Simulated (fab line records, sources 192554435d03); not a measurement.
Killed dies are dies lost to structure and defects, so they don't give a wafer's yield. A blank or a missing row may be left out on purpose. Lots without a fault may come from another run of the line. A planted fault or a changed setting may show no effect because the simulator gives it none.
Chamber matching | flow n5_finfet | N5_BEOL_M7_DEP_56 on pecvd-01: 3 sister chambers
The step deposits SiCN from 3MS/NH3, target thk 10 nm, time 17.5 s. 6 wafers are shown with their chamber, then 7 later ones without.

WAFERS WITH THEIR CHAMBER
wafer  | chamber | throttle_valve_pct (%) | showerhead_plenum_p_Torr (Torr)
L081.6 | 1       | 8.5                    | 3.648
L082.1 | 2       | 7.8                    | 3.672
L082.2 | 0       | 9.5                    | 3.682
L082.5 | 1       | 8.6                    | 3.655
L084.1 | 2       | 7.7                    | 3.672
L084.5 | 0       | 9.7                    | 3.693

WAFERS WITHOUT THEIR CHAMBER
wafer  | throttle_valve_pct (%) | showerhead_plenum_p_Torr (Torr)
L084.6 | 8.7                    | 3.650
L093.1 | 8.0                    | 3.654
L093.4 | 9.6                    | 3.682
L093.5 | 8.9                    | 3.656
L097.1 | 8.7                    | 3.656
L097.5 | 8.5                    | 3.655
L097.6 | 7.9                    | 3.673

WHICH CHAMBER EACH WENT THROUGH
wafer  | from the rows above     | in truth
L084.6 | 1                       | 1
L093.1 | can't be placed: 2 or 1 | 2
L093.4 | 0                       | 0
L093.5 | 1                       | 1
L097.1 | 1                       | 1
L097.5 | 1                       | 1
L097.6 | 2                       | 2
Placed correctly: 6 of 7. Can't be placed from these rows: 1 (the true chamber is among the candidates in 1). Placed wrongly: 0.
How it was worked out, from the rows above alone: a wafer's distance from a chamber is the root of the sum, over the readings, of the square of ((its reading less the chamber's mean) divided by the reading's scatter). The wafer belongs to the nearest chamber; if the next one is less than 2 further off, it can't be placed. A chamber's mean is the mean of its shown wafers. The scatter: the root of (the sum of the squares of (reading less its chamber's mean) over the shown wafers, divided by (wafers less chambers)).
